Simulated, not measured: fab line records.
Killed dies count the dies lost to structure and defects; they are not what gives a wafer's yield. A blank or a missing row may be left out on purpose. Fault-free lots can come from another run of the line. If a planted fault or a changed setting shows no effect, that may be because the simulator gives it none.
Which of the tools did it? / flow nand_harc / 36 wafers sampled from 12 lots at 1 step of a route of 1159

WHAT THE GAUGES SHOWED, per wafer
NHARC_A_CONTACT_INSPECT_44.
lot=L075; measured=day 16 11:32; on=defect_inspect-02; raw_defect_count=18 30 21
lot=L076; measured=day 16 16:54; on=defect_inspect-02; raw_defect_count=21 21 26
lot=L079; measured=day 17 22:17; on=defect_inspect-02; raw_defect_count=6 9 11
lot=L082; measured=day 18 08:27; on=defect_inspect-01; raw_defect_count=34 37 45
lot=L083; measured=day 19 01:12; on=defect_inspect-01; raw_defect_count=38 46 37
lot=L087; measured=day 19 08:53; on=defect_inspect-01; raw_defect_count=11 11 11
lot=L086; measured=day 19 20:49; on=defect_inspect-02; raw_defect_count=23 23 29
lot=L089; measured=day 19 23:04; on=defect_inspect-01; raw_defect_count=51 50 45
lot=L090; measured=day 20 10:12; on=defect_inspect-01; raw_defect_count=19 25 30
lot=L094; measured=day 21 12:45; on=defect_inspect-01; raw_defect_count=71 48 66
lot=L095; measured=day 21 19:48; on=defect_inspect-02; raw_defect_count=15 13 11
lot=L097; measured=day 22 11:09; on=defect_inspect-01; raw_defect_count=32 50 38

TOOL THAT RAN EACH LOT (tool first, then ch and the chambers of the sampled wafers, then the start)
Record: no process step prior to these readings.

THE ANSWER, worked out from the rows above alone
Rule: what is usual is taken from the lots themselves. Put in order of their means at a reading, lots are off if they are a third of the lots or fewer, leave a main group of 4 or more, and stand apart from it by a gap of 3 or more times the standard deviation of the main group's means; of several such gaps the widest counts. If all means in a main group match to the digits the tables above print for the reading, that group is not used. A lot without any number at a reading at which 4 lots or more have one is off too. All remaining lots with rows at the step are treated as sound.
No lot is off on any of the readings shown, so nothing can be concluded from this.

WHAT HAD BEEN PUT IN BY THE SIMULATOR
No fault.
